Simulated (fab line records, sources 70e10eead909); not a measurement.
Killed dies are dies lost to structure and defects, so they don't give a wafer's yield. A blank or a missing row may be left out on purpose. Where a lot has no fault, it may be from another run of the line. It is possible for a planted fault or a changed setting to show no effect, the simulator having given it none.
Matching of chambers    flow nand harc    pecvd-02 running NHARC_A_M1_DEP_33: 3 sister chambers
The step deposits SiCN, target thk 30 nm. 6 wafers are shown with their chamber, then 12 later ones without.

## WAFERS, EACH WITH ITS CHAMBER
wafer   chamber  heater power w (W)
L089.4  1        542
L089.5  0        471
L089.6  2        618
L090.1  2        590
L090.4  0        548
L090.5  1        557

## WAFERS WITHOUT THEIR CHAMBER
wafer   heater power w (W)
L091.1  568
L091.4  554
L091.5  507
L092.1  464
L092.2  540
L092.6  463
L095.2  532
L095.3  510
L095.6  527
L097.3  503
L097.4  507
L097.6  468

## THE CHAMBER EACH PASSED THROUGH
wafer   from the rows above           in truth
L091.1  can't be placed: 1 or 2 or 0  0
L091.4  can't be placed: 1 or 0 or 2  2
L091.5  can't be placed: 0 or 1       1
L092.1  can't be placed: 0 or 1       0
L092.2  can't be placed: 1 or 0 or 2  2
L092.6  can't be placed: 0 or 1       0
L095.2  can't be placed: 1 or 0 or 2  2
L095.3  can't be placed: 0 or 1       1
L095.6  can't be placed: 0 or 1 or 2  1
L097.3  can't be placed: 0 or 1       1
L097.4  can't be placed: 0 or 1       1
L097.6  can't be placed: 0 or 1       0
Placed correctly: 0 of 12. Unplaceable from these rows: 12, with the true chamber sitting among the candidates in 12. 0 placed wrongly.
How it was worked out, from the rows above alone: a wafer's distance from a chamber is the root of the sum, over the readings, of the square of ((its reading less the chamber's mean) divided by the reading's scatter). If the next closest chamber is less than 2 further off than the closest, the wafer can't be placed; otherwise it belongs to the closest. Each chamber's mean is taken over the wafers shown for it. How the scatter is found: for the shown wafers, subtract from each reading the mean of its chamber, square and add these, divide the total by (wafers less chambers), then take the root.
